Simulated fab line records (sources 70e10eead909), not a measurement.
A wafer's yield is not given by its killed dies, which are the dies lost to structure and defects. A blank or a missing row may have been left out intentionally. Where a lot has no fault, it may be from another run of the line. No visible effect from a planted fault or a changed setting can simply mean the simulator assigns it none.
The tool behind it: which one? || flow nand_harc || 39 wafers from 13 lots sampled at 3 of the route's 1159 steps

## WHAT EACH GAUGE READ, for each wafer
NHARC_P_GATE_CD_MEAS_91: target cd 2000 nm. Usual: cd_nm 1999.8 nm, standard deviation 1.2.
{"lot": "L135", "measured": "day 5 10:48", "on": "cd_sem-01", "cd_nm (nm)": "1999.3 2001.6 1998.2", "flag": ""}
{"lot": "L137", "measured": "day 5 17:25", "on": "cd_sem-02", "cd_nm (nm)": "1999.1 1998.4 1999.3", "flag": ""}
{"lot": "L136", "measured": "day 5 17:37", "on": "cd_sem-02", "cd_nm (nm)": "1999.0 1998.4 1999.7", "flag": ""}
{"lot": "L138", "measured": "day 6 07:17", "on": "cd_sem-03", "cd_nm (nm)": "2001.3 1999.9 1998.9", "flag": ""}
{"lot": "L139", "measured": "day 6 14:58", "on": "cd_sem-01", "cd_nm (nm)": "2002.0 2001.8 2000.4", "flag": ""}
{"lot": "L140", "measured": "day 6 15:44", "on": "cd_sem-01", "cd_nm (nm)": "- - -", "flag": "OFF"}
{"lot": "L149", "measured": "day 8 20:47", "on": "cd_sem-02", "cd_nm (nm)": "1998.8 1999.1 1999.6", "flag": ""}
{"lot": "L151", "measured": "day 9 09:25", "on": "cd_sem-01", "cd_nm (nm)": "1998.2 1998.1 1997.8", "flag": ""}
{"lot": "L152", "measured": "day 9 10:01", "on": "cd_sem-01", "cd_nm (nm)": "1999.6 2000.0 1998.6", "flag": ""}
{"lot": "L154", "measured": "day 9 21:46", "on": "cd_sem-02", "cd_nm (nm)": "1997.4 2001.4 1999.9", "flag": ""}
{"lot": "L155", "measured": "day 10 09:52", "on": "cd_sem-02", "cd_nm (nm)": "1999.4 2001.5 1999.6", "flag": ""}
{"lot": "L156", "measured": "day 10 17:09", "on": "cd_sem-01", "cd_nm (nm)": "2000.3 2001.0 1998.4", "flag": ""}
{"lot": "L157", "measured": "day 10 17:37", "on": "cd_sem-01", "cd_nm (nm)": "2001.2 2001.5 2000.9", "flag": ""}

## WHICH TOOL RAN EACH LOT (tool, then ch and the chambers of the sampled wafers, then the start)
{"lot": "L135", "NHARC_P_GATE_STRIP_75": "plasma_asher-02 ch 0,1, day 5 08:22", "NHARC_P_GATE_EXPOSE_88": "krf_scanner-01 ch 0, day 5 10:38"}
{"lot": "L137", "NHARC_P_GATE_STRIP_75": "plasma_asher-02 ch 0,1, day 5 14:47", "NHARC_P_GATE_EXPOSE_88": "krf_scanner-04 ch 0, day 5 17:16"}
{"lot": "L136", "NHARC_P_GATE_STRIP_75": "plasma_asher-01 ch 0,1, day 5 14:58", "NHARC_P_GATE_EXPOSE_88": "krf_scanner-03 ch 0, day 5 17:27"}
{"lot": "L138", "NHARC_P_GATE_STRIP_75": "plasma_asher-01 ch 0,1, day 6 04:39", "NHARC_P_GATE_EXPOSE_88": "krf_scanner-01 ch 0, day 6 07:08"}
{"lot": "L139", "NHARC_P_GATE_STRIP_75": "plasma_asher-02 ch 0,1, day 6 12:35", "NHARC_P_GATE_EXPOSE_88": "krf_scanner-01 ch 0, day 6 14:49"}
{"lot": "L140", "NHARC_P_GATE_STRIP_75": "plasma_asher-01 ch 0,1, day 6 13:06", "NHARC_P_GATE_EXPOSE_88": "krf_scanner-04 ch 0, day 6 15:35"}
{"lot": "L149", "NHARC_P_GATE_STRIP_75": "plasma_asher-01 ch 0, day 8 18:07", "NHARC_P_GATE_EXPOSE_88": "krf_scanner-03 ch 0, day 8 20:38"}
{"lot": "L151", "NHARC_P_GATE_STRIP_75": "plasma_asher-01 ch 0,1, day 9 06:52", "NHARC_P_GATE_EXPOSE_88": "krf_scanner-04 ch 0, day 9 09:16"}
{"lot": "L152", "NHARC_P_GATE_STRIP_75": "plasma_asher-01 ch 0,1, day 9 07:28", "NHARC_P_GATE_EXPOSE_88": "krf_scanner-04 ch 0, day 9 09:52"}
{"lot": "L154", "NHARC_P_GATE_STRIP_75": "plasma_asher-01 ch 0,1, day 9 19:07", "NHARC_P_GATE_EXPOSE_88": "krf_scanner-04 ch 0, day 9 21:36"}
{"lot": "L155", "NHARC_P_GATE_STRIP_75": "plasma_asher-02 ch 0,1, day 10 07:20", "NHARC_P_GATE_EXPOSE_88": "krf_scanner-03 ch 0, day 10 09:43"}
{"lot": "L156", "NHARC_P_GATE_STRIP_75": "plasma_asher-02 ch 0,1, day 10 14:37", "NHARC_P_GATE_EXPOSE_88": "krf_scanner-03 ch 0, day 10 16:59"}
{"lot": "L157", "NHARC_P_GATE_STRIP_75": "plasma_asher-02 ch 0,1, day 10 14:59", "NHARC_P_GATE_EXPOSE_88": "krf_scanner-04 ch 0, day 10 17:28"}
- NHARC_P_GATE_STRIP_75: strips in O2.
- NHARC_P_GATE_EXPOSE_88: exposes mask P HVN, target cd 2000 nm.

## WHAT THE TOOLS THEMSELVES READ (means of the sampled wafers that have a number; where no wafer has one, the mark that the record gives instead)
NHARC_P_GATE_STRIP_75. Usual: drypump_motor_current_A 5.57 A, standard deviation 0.28; heater_power_w 315 W, standard deviation 28; temp_c 250.04 C, standard deviation 0.17.
{"lot": "L135", "tool": "plasma_asher-02", "drypump_motor_current_A (A)": 5.31, "heater_power_w (W)": 325, "temp_c (C)": 250.04, "flag": ""}
{"lot": "L137", "tool": "plasma_asher-02", "drypump_motor_current_A (A)": 5.33, "heater_power_w (W)": 326, "temp_c (C)": 250.10, "flag": ""}
{"lot": "L136", "tool": "plasma_asher-01", "drypump_motor_current_A (A)": 5.85, "heater_power_w (W)": 309, "temp_c (C)": 250.14, "flag": ""}
{"lot": "L138", "tool": "plasma_asher-01", "drypump_motor_current_A (A)": 5.85, "heater_power_w (W)": 305, "temp_c (C)": 249.88, "flag": ""}
{"lot": "L139", "tool": "plasma_asher-02", "drypump_motor_current_A (A)": 5.39, "heater_power_w (W)": 310, "temp_c (C)": 250.00, "flag": ""}
{"lot": "L140", "tool": "plasma_asher-01", "drypump_motor_current_A (A)": 5.83, "heater_power_w (W)": 306, "temp_c (C)": 250.02, "flag": ""}
{"lot": "L149", "tool": "plasma_asher-01", "drypump_motor_current_A (A)": 6.02, "heater_power_w (W)": 285, "temp_c (C)": 250.27, "flag": ""}
{"lot": "L151", "tool": "plasma_asher-01", "drypump_motor_current_A (A)": 5.68, "heater_power_w (W)": 325, "temp_c (C)": 249.96, "flag": ""}
{"lot": "L152", "tool": "plasma_asher-01", "drypump_motor_current_A (A)": 5.69, "heater_power_w (W)": 329, "temp_c (C)": 250.15, "flag": ""}
{"lot": "L154", "tool": "plasma_asher-01", "drypump_motor_current_A (A)": 5.84, "heater_power_w (W)": 303, "temp_c (C)": 249.91, "flag": ""}
{"lot": "L155", "tool": "plasma_asher-02", "drypump_motor_current_A (A)": 5.36, "heater_power_w (W)": 315, "temp_c (C)": 250.10, "flag": ""}
{"lot": "L156", "tool": "plasma_asher-02", "drypump_motor_current_A (A)": 5.30, "heater_power_w (W)": 321, "temp_c (C)": 250.10, "flag": ""}
{"lot": "L157", "tool": "plasma_asher-02", "drypump_motor_current_A (A)": 5.30, "heater_power_w (W)": 323, "temp_c (C)": 250.01, "flag": ""}

## THE ANSWER, worked out from the rows above alone
Rule: lot off if the mean of its wafers having a number is beyond 3 standard deviations from the usual mean. Also off: a lot with no number at a reading for which 4 or more lots have one. Where the step has rows for the other lots, those lots are counted as sound. First the gauges in route order, then the tools' own readings, where a lot's mean is used as printed above. At the first step where some lot is off, the reading lying furthest off is the one used; lots without a number count as furthest.
Off: L140, at NHARC_P_GATE_CD_MEAS_91 (cd_nm). Without a number there: L140.
If a tool, at a process step before that reading, ran all the lots that are off and no sound lot after the first of them, it fits. Gauges at NHARC_P_GATE_CD_MEAS_91: tried the same way as those tools. None of those tried fits.

## WHAT HAD BEEN PUT IN BY THE SIMULATOR
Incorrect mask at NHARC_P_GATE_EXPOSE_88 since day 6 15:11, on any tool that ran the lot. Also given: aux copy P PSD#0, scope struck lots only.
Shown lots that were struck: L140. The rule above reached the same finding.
